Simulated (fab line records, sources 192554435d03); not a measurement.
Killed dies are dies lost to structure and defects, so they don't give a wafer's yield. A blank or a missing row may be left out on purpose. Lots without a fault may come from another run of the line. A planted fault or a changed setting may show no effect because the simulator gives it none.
Chamber matching | flow n5_finfet | N5_BEOL_M0_SAQP_ETCH_106 on rie_diel-04: 4 sister chambers
The step etches SOC in N2/H2, stops on SiNx, target depth 150 nm. 4 wafers are shown with their chamber, then 7 later ones without.

WAFERS WITH THEIR CHAMBER
wafer  | chamber | showerhead_plenum_p_Torr (Torr)
L084.1 | 0       | 2.69
L084.4 | 3       | 2.54
L086.1 | 2       | 2.53
L086.2 | 1       | 2.55

WAFERS WITHOUT THEIR CHAMBER
wafer  | showerhead_plenum_p_Torr (Torr)
L086.6 | 2.53
L094.1 | 2.69
L094.3 | 2.54
L094.4 | 2.53
L096.1 | 2.53
L096.5 | 2.68
L096.6 | 2.54

WHICH CHAMBER EACH WENT THROUGH
wafer  | from the rows above | in truth
L086.6 | 2                   | 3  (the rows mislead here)
L094.1 | 0                   | 0
L094.3 | 3                   | 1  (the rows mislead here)
L094.4 | 2                   | 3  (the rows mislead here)
L096.1 | 2                   | 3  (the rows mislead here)
L096.5 | 0                   | 0
L096.6 | 3                   | 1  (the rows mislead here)
Placed correctly: 2 of 7. Can't be placed from these rows: 0. Placed wrongly: 5.
How it was worked out, from the rows above alone: a wafer's distance from a chamber is the root of the sum, over the readings, of the square of ((its reading less the chamber's mean) divided by the reading's scatter). The wafer belongs to the nearest chamber; if the next one is less than 2 further off, it can't be placed. A chamber's mean is the mean of its shown wafers. The scatter: with one shown wafer a chamber, the root of the mean of the squares of how far each hidden wafer lies from its nearest shown one.
